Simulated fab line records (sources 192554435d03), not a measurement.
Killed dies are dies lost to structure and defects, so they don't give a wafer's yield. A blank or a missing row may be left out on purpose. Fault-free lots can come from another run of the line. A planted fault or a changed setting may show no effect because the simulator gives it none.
Which tool did it?    flow n5-finfet    33 wafers from 11 lots sampled at 2 of the route's 1938 steps

WHAT THE GAUGES SHOWED, per wafer
N5_BEOL_M12_THK_MEAS_01. Usual: M12_ILD_THK 659 nm, standard deviation 7.1.
lot   measured      on             M12_ILD_THK (nm)  flag
L313  day 10 06:51  film-metro-02  659 653 665       
L314  day 11 10:50  film-metro-02  657 666 661       
L317  day 12 04:24  film-metro-01  655 657 675       
L318  day 12 13:36  film-metro-01  650 667 658       
L322  day 13 02:29  film-metro-02  649 654 669       
L323  day 13 20:37  film-metro-01  659 656 672       
L324  day 14 06:58  film-metro-02  650 656 650       
L331  day 15 07:56  film-metro-02  649 665 659       
L333  day 16 12:19  film-metro-02  661 661 656       
L336  day 17 04:41  film-metro-01  658 664 668       
L335  day 17 15:16  film-metro-02  656 662 657       

WHAT TOOL EACH LOT RAN ON (gives the tool, then ch and the chambers of the sampled wafers, and finally the start)
lot   N5_BEOL_M11_ALD_74
L313  ald-metal-03 ch 0,1,3, day 10 03:01
L314  ald-metal-04 ch 1,2,3, day 11 08:50
L317  ald-metal-04 ch 0,1,3, day 12 01:25
L318  ald-metal-04 ch 1,2,3, day 12 10:17
L322  ald-metal-02 ch 0,2,3, day 13 00:49
L323  ald-metal-03 ch 0,2,3, day 13 18:59
L324  ald-metal-02 ch 0,1,3, day 14 05:08
L331  ald-metal-02 ch 1,3, day 15 05:59
L333  ald-metal-02 ch 0,1,2, day 16 10:35
L336  ald-metal-02 ch 2,3, day 17 01:25
L335  ald-metal-04 ch 1,2, day 17 12:23
- N5_BEOL_M11_ALD_74: deposits TaN, target thk 2 nm, pulse time 2 s, purge time 3 s.

AS READ BY THE TOOLS THEMSELVES (means over the sampled wafers that have a number; for cases with no such wafer, the mark the record gives instead)
N5_BEOL_M11_ALD_74. Usual: heater-power-w 441 W, standard deviation 39.
lot   tool          heater-power-w (W)  flag
L313  ald-metal-03  472                 
L314  ald-metal-04  439                 
L317  ald-metal-04  414                 
L318  ald-metal-04  436                 
L322  ald-metal-02  426                 
L323  ald-metal-03  464                 
L324  ald-metal-02  413                 
L331  ald-metal-02  411                 
L333  ald-metal-02  411                 
L336  ald-metal-02  446                 
L335  ald-metal-04  436                 

THE ANSWER, worked out from the rows above alone
Rule: lot off if the mean of its wafers having a number is beyond 3 standard deviations from the usual mean. A lot without any number at a reading at which 4 lots or more have one is off too. Where the step has rows for the other lots, those lots are counted as sound. The gauges are gone through in route order, then the tools' own readings, and for those a lot's mean is taken as printed above. The first step at which some lot is off is used, and at that step the reading that is off furthest; a lot without a number counts as furthest.
Across all readings shown, no lot is off: no conclusion can be drawn from this.

WHAT THE SIMULATOR HAD INSERTED
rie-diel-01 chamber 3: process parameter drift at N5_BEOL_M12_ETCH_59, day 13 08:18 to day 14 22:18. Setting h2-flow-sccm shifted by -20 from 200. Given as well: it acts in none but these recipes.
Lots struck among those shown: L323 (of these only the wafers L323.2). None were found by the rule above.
